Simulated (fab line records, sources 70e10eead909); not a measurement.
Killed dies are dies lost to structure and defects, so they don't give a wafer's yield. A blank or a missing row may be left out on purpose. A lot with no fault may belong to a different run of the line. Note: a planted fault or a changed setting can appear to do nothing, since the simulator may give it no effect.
Matching of chambers :: flow nandHarc :: pecvd-03 running NHARC_P_M2_PRE_CLEAN_32: 3 sister chambers
The step time 12 s. 6 wafers are shown with their chamber, then 7 later ones without.

## WAFERS PAIRED WITH THEIR CHAMBERS
wafer: L851.4
chamber: 1
heaterPowerW (W): 682

wafer: L851.5
chamber: 2
heaterPowerW (W): 600

wafer: L852.4
chamber: 1
heaterPowerW (W): 712

wafer: L852.5
chamber: 0
heaterPowerW (W): 714

wafer: L862.2
chamber: 2
heaterPowerW (W): 503

wafer: L862.3
chamber: 0
heaterPowerW (W): 772

## WAFERS MISSING THEIR CHAMBER
wafer: L862.4
heaterPowerW (W): 767

wafer: L865.3
heaterPowerW (W): 707

wafer: L865.5
heaterPowerW (W): 593

wafer: L865.6
heaterPowerW (W): 698

wafer: L866.2
heaterPowerW (W): 542

wafer: L866.3
heaterPowerW (W): 643

wafer: L866.4
heaterPowerW (W): 558

## EACH ONE'S CHAMBER
wafer: L862.4
from the rows above: can't be placed: 0 or 1
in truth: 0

wafer: L865.3
from the rows above: can't be placed: 1 or 0
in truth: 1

wafer: L865.5
from the rows above: can't be placed: 2 or 1
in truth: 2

wafer: L865.6
from the rows above: can't be placed: 1 or 0
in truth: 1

wafer: L866.2
from the rows above: 2
in truth: 2

wafer: L866.3
from the rows above: can't be placed: 1 or 2 or 0
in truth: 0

wafer: L866.4
from the rows above: 2
in truth: 2
Correctly placed: 2 of 7. Unplaceable from these rows: 5, with the true chamber sitting among the candidates in 5. Number placed wrongly: 0.
How it was worked out, from the rows above alone: a wafer's distance from a chamber is the root of the sum, over the readings, of the square of ((its reading less the chamber's mean) divided by the reading's scatter). If the next closest chamber is less than 2 further off than the closest, the wafer can't be placed; otherwise it belongs to the closest. Each chamber's mean is taken over the wafers shown for it. The scatter: the root of (the sum of the squares of (reading less its chamber's mean) over the shown wafers, divided by (wafers less chambers)).
